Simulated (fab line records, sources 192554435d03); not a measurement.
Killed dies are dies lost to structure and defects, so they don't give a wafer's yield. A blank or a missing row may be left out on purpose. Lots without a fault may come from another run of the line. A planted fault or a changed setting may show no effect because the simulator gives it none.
Chamber matching | flow n5_finfet | N5_BEOL_M0_SAQP_MANDREL_ETCH_20 on rie_si-01: 4 sister chambers
The step etches a-Si in HBr/Cl2, stops on SiNx, target depth 60 nm, bt time 10 s, time 30 s. 4 wafers are shown with their chamber, then 8 later ones without.

WAFERS WITH THEIR CHAMBER
wafer  | chamber | drypump_motor_current_A (A)
L088.2 | 1       | 5.7
L092.4 | 0       | 6.3
L092.5 | 3       | 6.4
L093.1 | 2       | 5.2

WAFERS WITHOUT THEIR CHAMBER
wafer  | drypump_motor_current_A (A)
L093.2 | 5.7
L093.5 | 6.4
L095.1 | 6.4
L095.3 | 5.2
L095.4 | 6.3
L096.2 | 6.2
L096.3 | 5.1
L096.6 | 6.4

WHICH CHAMBER EACH WENT THROUGH
wafer  | from the rows above | in truth
L093.2 | 1                   | 1
L093.5 | 3                   | 3
L095.1 | 3                   | 3
L095.3 | 2                   | 2
L095.4 | 0                   | 0
L096.2 | 0                   | 0
L096.3 | 2                   | 2
L096.6 | 3                   | 3
Placed correctly: 8 of 8. Can't be placed from these rows: 0. Placed wrongly: 0.
How it was worked out, from the rows above alone: a wafer's distance from a chamber is the root of the sum, over the readings, of the square of ((its reading less the chamber's mean) divided by the reading's scatter). The wafer belongs to the nearest chamber; if the next one is less than 2 further off, it can't be placed. A chamber's mean is the mean of its shown wafers. The scatter: with one shown wafer a chamber, the root of the mean of the squares of how far each hidden wafer lies from its nearest shown one.
